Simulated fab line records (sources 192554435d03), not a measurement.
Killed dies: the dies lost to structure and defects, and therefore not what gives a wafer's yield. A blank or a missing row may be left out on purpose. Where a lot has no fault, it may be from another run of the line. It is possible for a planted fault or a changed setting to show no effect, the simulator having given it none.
Chamber matching -- flow n5 finfet -- N5_DUMMY_GATE_ALD_02 on ald sin-01: 4 sister chambers
The step deposits SiO2, target thk 2 nm, pulse time 1 s. 16 wafers are shown with their chamber, then 8 later ones without.

## EACH WAFER AND ITS CHAMBER
wafer,chamber,heater power w (W),precursor pulse height rel
L075.2,3,513,1.068
L075.5,2,488,0.968
L075.6,3,519,1.013
L077.3,0,498,1.009
L077.5,1,512,0.972
L077.6,2,498,1.016
L078.1,3,522,1.011
L078.2,1,517,0.995
L078.5,3,526,0.969
L079.3,2,492,1.006
L079.4,0,518,1.003
L079.6,2,495,1.024
L084.1,0,516,0.996
L084.3,1,523,0.968
L084.4,3,519,1.005
L086.1,1,511,0.979

SIGNATURES (averages over the wafers above)
reading,chamber 0,chamber 1,chamber 2,chamber 3,scatter within a chamber
heater power w,510.67,515.75,493.25,519.80,6.32
precursor pulse height rel,1.00267,0.97850,1.00350,1.01320,0.0248
Rule: for each reading, subtract the chamber's mean from the wafer's reading, divide by that reading's scatter and square the result; add these up over the readings and take the root, which gives the wafer's distance from the chamber. If the next closest chamber is less than 2 further off than the closest, the wafer can't be placed; otherwise it belongs to the closest. The scatter: take each reading less its chamber's mean, square it, sum over the shown wafers, divide by the number of wafers less the number of chambers, and take the root.

## WAFERS MISSING THEIR CHAMBER
wafer,heater power w (W),precursor pulse height rel
L086.3,517,1.031
L086.5,520,0.989
L088.1,530,0.991
L088.3,500,0.984
L088.4,503,0.993
L093.1,511,1.008
L093.3,516,0.968
L093.6,513,1.037

## CHAMBER TAKEN BY EACH
wafer,from the rows above,in truth
L086.3,can't be placed: 3 or 0 or 1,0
L086.5,can't be placed: 1 or 3 or 0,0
L088.1,can't be placed: 3 or 1 or 0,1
L088.3,can't be placed: 2 or 0 or 1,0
L088.4,can't be placed: 0 or 2 or 1 or 3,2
L093.1,can't be placed: 0 or 1 or 3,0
L093.3,can't be placed: 1 or 0 or 3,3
L093.6,can't be placed: 0 or 3 or 1 or 2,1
Correct placement for 0 of the 8. Unplaceable from these rows: 8, with the true chamber sitting among the candidates in 8. Wrongly placed: 0.
